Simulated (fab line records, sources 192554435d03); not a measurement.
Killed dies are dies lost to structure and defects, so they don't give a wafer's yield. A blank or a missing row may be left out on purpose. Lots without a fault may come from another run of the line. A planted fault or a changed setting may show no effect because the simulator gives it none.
Split-lot experiment | flow n5_finfet | 7 lots, 21 wafers read, on a route of 1938 steps

THE SPLIT
At N5_MOL_CONTACT_COAG_PECVD_31 (deposits SiO2 from TEOS/O2, target thk 46 nm, time 8.9 s), the setting time_s was moved away from the recipe's 8.9 s on 6 of the 21 wafers read, by -6.9% to +6.8%. The other wafers ran this setting at the recipe's value.

FROM THE SPLIT TO THE READING: what the file shows between them, 6 steps
- N5_MOL_CONTACT_COAG_COAT_75: time 60 s, resist thk 60 nm
- N5_MOL_CONTACT_COAG_COAT_76: time 60 s, resist thk 10 nm
- N5_MOL_CONTACT_COAG_ETCHBACK_135: etches SiO2 in CHF3, target depth 25 nm, time 16.7 s
- N5_MOL_CONTACT_COAG_STRIP_118: strips in CHF3
- N5_MOL_CONTACT_COAG_VIA_ETCH_46: etches SiO2 in C4F6/O2, target depth 46 nm, overetch 9.2 nm, time 40 s
- N5_MOL_CONTACT_COAG_STRIP_96: strips in N2/H2

THE READING
SiO2_of_MOL_CONTACT_COAG_PECVD_31.thk_nm (the simulator's own value, which no gauge read), in nm, at N5_MOL_CONTACT_COAG_ETCH_47 (etches SiNx in CH3F/O2, stops on W, target depth 27 nm). The file gives no usual value for it. The 15 wafers here that ran the recipe average 44.3 nm, standard deviation 0.52 nm.

wafer  | tool, chamber at the split | time_s as run, s | against the recipe | SiO2_of_MOL_CONTACT_COAG_PECVD_31.thk_nm, nm | against lot-mates on the recipe
L074.1 | pecvd-04, 2,0              | 8.9              | recipe             | 43.8                                         | -
L074.5 | pecvd-04, 2,0              | 8.9              | recipe             | 43.8                                         | -
L074.2 | pecvd-04, 1                | 8.9              | recipe             | 44                                           | -
L076.1 | pecvd-02, 1                | 9.501            | +6.8%              | 46.8                                         | +2.0
L076.4 | pecvd-02, 2                | 9.501            | +6.8%              | 48                                           | +3.2
L076.5 | pecvd-02, 0                | 8.9              | recipe             | 44.8                                         | -
L079.2 | pecvd-01, 0                | 8.9              | recipe             | 44.8                                         | -
L079.3 | pecvd-01, 2                | 8.285            | -6.9%              | 41.4                                         | -3.4
L079.5 | pecvd-01, 2                | 8.285            | -6.9%              | 41                                           | -3.8
L086.2 | pecvd-04, 0                | 8.9              | recipe             | 44.4                                         | -
L086.3 | pecvd-04, 2                | 8.294            | -6.8%              | 41.6                                         | -2.8
L086.5 | pecvd-04, 1                | 8.294            | -6.8%              | 42.6                                         | -1.8
L087.1 | pecvd-01, 2                | 8.9              | recipe             | 44.4                                         | -
L087.2 | pecvd-01, 0                | 8.9              | recipe             | 44.8                                         | -
L087.6 | pecvd-01, 2                | 8.9              | recipe             | 45.2                                         | -
L090.3 | pecvd-01, 0                | 8.9              | recipe             | 44                                           | -
L090.5 | pecvd-01, 0                | 8.9              | recipe             | 45                                           | -
L090.6 | pecvd-01, 2                | 8.9              | recipe             | 44.4                                         | -
L094.1 | pecvd-02, 1                | 8.9              | recipe             | 43.4                                         | -
L094.3 | pecvd-02, 0                | 8.9              | recipe             | 43.6                                         | -
L094.6 | pecvd-02, 2                | 8.9              | recipe             | 44.2                                         | -
Where a row lists several chambers, the file gives one row for several wafers and doesn't say which wafer went through which chamber.

THE FIT
A straight line over all 21 wafers: SiO2_of_MOL_CONTACT_COAG_PECVD_31.thk_nm changes by +0.414 nm for each +1% of time_s; r = +0.94; the points scatter about the line by 0.58 nm.
The same after taking each lot's own level away (the mean of its wafers on the recipe; 21 wafers): +0.414 nm for each +1%; r = +0.96; scatter 0.47 nm.
On that fit, the largest move of time_s shifts the reading by 2.9 nm.
The lots' own levels span 43.73 to 44.80 nm, that is 2.0 times the standard deviation above.
So the lot-to-lot level changes the slope little: the two slopes agree.
Check: with one of the wafers moved furthest among these (-6.9%) left out of the fit, the line predicts -2.78 nm for it against its lot-mates. It came out at -3.4 nm against them.

OTHER SPLITS ON THESE WAFERS
These wafers also went through other splits before the reading. Each is held against what the fit with the lots' levels taken away leaves over:
other split on the same wafers | wafers away from the commonest value | r with SiO2_of_MOL_CONTACT_COAG_PECVD_31.thk_nm (lot level and that fit taken away)
N5_DUMMY_GATE_PECVD_30 time_s  | 6                                    | +0.23
N5_SD_EPI_N_EPI_21 time_s      | 4                                    | +0.17
N5_SD_EPI_P_COAT_34 spin_rpm   | 2                                    | +0.31
N5_HKMG_FIN_ETCH_58 source_w   | 5                                    | +0.00
N5_GATE_CUT_DESCUM_18 time_s   | 8                                    | +0.28
N5_GATE_CUT_ALD_22 ald_cycles  | 6                                    | -0.41

THE WHOLE CHAIN: every reading that the file lists as answering this split, in the file's order
step                            | what it does                                                           | reading                                                                                   | change (the file's fit)               | r (the file's)
N5_MOL_CONTACT_COAG_PECVD_31    | deposits SiO2 from TEOS/O2, target thk 46 nm, time 8.9 s               | SiO2_of_MOL_CONTACT_COAG_PECVD_31.thk_nm (the simulator's own value, which no gauge read) | +0.406 nm for each +1% of the setting | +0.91
N5_MOL_CONTACT_COAG_VIA_ETCH_46 | etches SiO2 in C4F6/O2, target depth 46 nm, overetch 9.2 nm, time 40 s | etch.depth_nm (the simulator's own value, which no gauge read)                            | +0.411 nm for each +1% of the setting | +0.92
N5_MOL_CONTACT_COAG_ETCH_47     | etches SiNx in CH3F/O2, stops on W, target depth 27 nm                 | SiO2_of_MOL_CONTACT_COAG_PECVD_31.thk_nm (the simulator's own value, which no gauge read) | +0.416 nm for each +1% of the setting | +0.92

THE FILE'S OWN FIT
SiO2_of_MOL_CONTACT_COAG_PECVD_31.thk_nm changes by +0.416 nm for each +1% of time_s, r = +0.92.
